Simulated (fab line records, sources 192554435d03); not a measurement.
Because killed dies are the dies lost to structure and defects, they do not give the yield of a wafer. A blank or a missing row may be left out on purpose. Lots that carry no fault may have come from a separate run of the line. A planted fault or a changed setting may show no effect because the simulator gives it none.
Split-lot experiment / flow n5Finfet / 7 lots, 21 wafers read, on a route of 1938 steps

== THE SPLIT ITSELF ==
At N5_BEOL_M0_ETCH_128 (etches SiCN in CF4/N2, target depth 12 nm, overetch 5.1 nm, time 21.4 s), the setting sourceW was moved away from the recipe's 430 W on 4 of the 21 wafers read, by -15.0% to +17.3%. All remaining wafers had this setting at the recipe value.

The split's own step is where the reading is taken.

== THE READING ==
rfVppV, in V, at N5_BEOL_M0_ETCH_128 (etches SiCN in CF4/N2, target depth 12 nm, overetch 5.1 nm, time 21.4 s). Typical for fault-free wafers on this fab line: 382.4 V, with standard deviation 1.8 V.

wafer=L077.1; tool, chamber at the split=rieDiel-03, 3; sourceW as run, W=430; against the recipe=recipe; rfVppV, V=379.8; against lot-mates on the recipe=-
wafer=L077.2; tool, chamber at the split=rieDiel-03, 0; sourceW as run, W=430; against the recipe=recipe; rfVppV, V=383.8; against lot-mates on the recipe=-
wafer=L077.6; tool, chamber at the split=rieDiel-03, 2; sourceW as run, W=430; against the recipe=recipe; rfVppV, V=384.6; against lot-mates on the recipe=-
wafer=L080.1; tool, chamber at the split=rieDiel-06, 0; sourceW as run, W=395.5; against the recipe=-8.0%; rfVppV, V=392.2; against lot-mates on the recipe=+10.7
wafer=L080.3; tool, chamber at the split=rieDiel-06, 2; sourceW as run, W=395.5; against the recipe=-8.0%; rfVppV, V=392.5; against lot-mates on the recipe=+11.0
wafer=L080.4; tool, chamber at the split=rieDiel-06, 0; sourceW as run, W=430; against the recipe=recipe; rfVppV, V=381.5; against lot-mates on the recipe=-
wafer=L081.1; tool, chamber at the split=rieDiel-01, 0; sourceW as run, W=430; against the recipe=recipe; rfVppV, V=380.4; against lot-mates on the recipe=-
wafer=L081.4; tool, chamber at the split=rieDiel-01, 3; sourceW as run, W=430; against the recipe=recipe; rfVppV, V=382.2; against lot-mates on the recipe=-
wafer=L081.6; tool, chamber at the split=rieDiel-01, 2; sourceW as run, W=365.4; against the recipe=-15.0%; rfVppV, V=404.9; against lot-mates on the recipe=+23.6
wafer=L086.1; tool, chamber at the split=rieDiel-03, 2; sourceW as run, W=430; against the recipe=recipe; rfVppV, V=384.6; against lot-mates on the recipe=-
wafer=L086.3; tool, chamber at the split=rieDiel-03, 0; sourceW as run, W=504.5; against the recipe=+17.3%; rfVppV, V=366.3; against lot-mates on the recipe=-18.7
wafer=L086.5; tool, chamber at the split=rieDiel-03, 1; sourceW as run, W=430; against the recipe=recipe; rfVppV, V=385.4; against lot-mates on the recipe=-
wafer=L090.2; tool, chamber at the split=rieDiel-06, 2; sourceW as run, W=430; against the recipe=recipe; rfVppV, V=382.1; against lot-mates on the recipe=-
wafer=L090.3; tool, chamber at the split=rieDiel-06, 0; sourceW as run, W=430; against the recipe=recipe; rfVppV, V=382.1; against lot-mates on the recipe=-
wafer=L090.5; tool, chamber at the split=rieDiel-06, 2; sourceW as run, W=430; against the recipe=recipe; rfVppV, V=380.8; against lot-mates on the recipe=-
wafer=L092.2; tool, chamber at the split=rieDiel-01, 3; sourceW as run, W=430; against the recipe=recipe; rfVppV, V=382.0; against lot-mates on the recipe=-
wafer=L092.4; tool, chamber at the split=rieDiel-01, 1; sourceW as run, W=430; against the recipe=recipe; rfVppV, V=384.3; against lot-mates on the recipe=-
wafer=L092.6; tool, chamber at the split=rieDiel-01, 2; sourceW as run, W=430; against the recipe=recipe; rfVppV, V=384.3; against lot-mates on the recipe=-
wafer=L096.1; tool, chamber at the split=rieDiel-01, 1; sourceW as run, W=430; against the recipe=recipe; rfVppV, V=381.5; against lot-mates on the recipe=-
wafer=L096.2; tool, chamber at the split=rieDiel-01, 2; sourceW as run, W=430; against the recipe=recipe; rfVppV, V=382.6; against lot-mates on the recipe=-
wafer=L096.6; tool, chamber at the split=rieDiel-01, 2; sourceW as run, W=430; against the recipe=recipe; rfVppV, V=384.2; against lot-mates on the recipe=-

THE FIT
A straight line over all 21 wafers: rfVppV changes by -1.17 V for each +1% of sourceW; r = -0.96; the points scatter about the line by 2 V.
The same after taking each lot's own level away (the mean of its wafers on the recipe; 21 wafers): -1.29 V for each +1%; r = -0.98; scatter 1.6 V.
On that fit, the largest move of sourceW shifts the reading by 22 V.
Across the lots, their own levels run from 381.30 to 385.00 V, a range of 2.1 times the standard deviation given above.
Consequently the slope shifts little with the lot-to-lot level, the two slopes agreeing.
Check: -26 V against its lot-mates is what the line predicts for one of the wafers moved furthest among these (+17.3%) when that wafer is left out of the fit. It came out at -18.7 V against them.
Tool readings at the split's step, against how far the setting was moved: rfVppV r = -0.96.

== ADDITIONAL SPLITS CARRIED BY THESE WAFERS ==
Before the reading, these wafers also passed through other splits. Each is held against what the fit with the lots' levels taken away leaves over:
other split on the same wafers=N5_BEOL_M0_SAQP_EXPOSE_37 doseMj; wafers away from the commonest value=7; r with rfVppV (lot level and that fit taken away)=-0.22
other split on the same wafers=N5_BEOL_M0_ETCH_138 sourceW; wafers away from the commonest value=9; r with rfVppV (lot level and that fit taken away)=-0.05

== FILE'S OWN FIT ==
rfVppV changes by -1.3 V for each +1% of sourceW, r = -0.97.
